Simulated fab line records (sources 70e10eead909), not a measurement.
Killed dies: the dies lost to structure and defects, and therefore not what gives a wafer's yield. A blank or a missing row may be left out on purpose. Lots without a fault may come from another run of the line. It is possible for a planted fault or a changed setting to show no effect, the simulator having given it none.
Which tool is to blame? -- flow nandHarc -- Sampling: 12 lots, 36 wafers, 3 of 1302 route steps

WHAT THE GAUGES SHOWED, per wafer
NHARC_A_SGD_CUT_INSPECT_11.
lot,measured,on,rawDefectCount
L076,day 19 17:06,defectInspect-01,104 102 106
L077,day 20 21:02,defectInspect-01,19 13 13
L080,day 21 00:27,defectInspect-01,21 20 18
L082,day 22 06:05,defectInspect-01,75 69 60
L083,day 22 20:29,defectInspect-01,21 24 23
L084,day 23 10:07,defectInspect-01,83 79 90
L087,day 24 14:58,defectInspect-02,18 16 30
L089,day 24 23:58,defectInspect-01,106 95 89
L092,day 26 16:36,defectInspect-01,49 60 62
L093,day 26 17:37,defectInspect-01,51 66 61
L095,day 28 01:02,defectInspect-02,17 19 24
L096,day 29 14:10,defectInspect-02,98 76 80

EACH LOT AND THE TOOL THAT RAN IT (in order: tool; ch and the chambers of the sampled wafers; start)
lot,NHARC_A_STAIRCASE_DESCUM_312,NHARC_A_STAIRCASE_CMP_450
L076,"rieDiel-09 ch 0,1,3, day 17 14:32","cmp-03 ch 0,1,3, day 19 14:31"
L077,"rieDiel-09 ch 0,2,3, day 18 12:13","cmp-01 ch 0,2,3, day 20 18:14"
L080,"rieDiel-09 ch 1,2,3, day 18 19:48","cmp-03 ch 1,2, day 20 21:19"
L082,"rieDiel-09 ch 0,1,3, day 19 22:40","cmp-01 ch 0,3, day 22 03:11"
L083,"rieDiel-06 ch 1,2, day 20 10:23","cmp-03 ch 0,1,3, day 22 17:47"
L084,"rieDiel-01 ch 0,1,3, day 21 05:58","cmp-03 ch 0,2,3, day 23 07:17"
L087,"rieDiel-09 ch 0,2,3, day 22 11:44","cmp-01 ch 1,2,3, day 24 12:17"
L089,"rieDiel-06 ch 0,3, day 23 01:10","cmp-04 ch 1,2,3, day 24 21:16"
L092,"rieDiel-01 ch 0,1,3, day 24 08:46","cmp-03 ch 1,2,3, day 26 13:52"
L093,"rieDiel-09 ch 1,2,3, day 24 15:42","cmp-01 ch 1,2,3, day 26 15:04"
L095,"rieDiel-06 ch 0,1, day 25 18:01","cmp-04 ch 0,1, day 27 22:10"
L096,"rieDiel-01 ch 0,2,3, day 27 06:07","cmp-03 ch 0,2,3, day 29 11:12"
- NHARC_A_STAIRCASE_DESCUM_312: chemistry O2, time 3 s.
- NHARC_A_STAIRCASE_CMP_450: polishes SiO2, target thk 200 nm.

THE ANSWER, worked out from the rows above alone
Rule: the usual values come from the lots themselves. The widest of any qualifying gaps counts: lots, ordered by their means at a reading, are off when they make up no more than a third of the lots, leave a main group of 4 or more, and stand apart from it by 3 or more times the standard deviation of that group's means. If all means in a main group match to the digits the tables above print for the reading, that group is not used. Also off: a lot with no number at a reading for which 4 or more lots have one. Where the step has rows for the other lots, those lots are counted as sound.
Nothing can be told from this: no lot is off at any reading shown.

WHAT THE SIMULATOR HAD INSERTED
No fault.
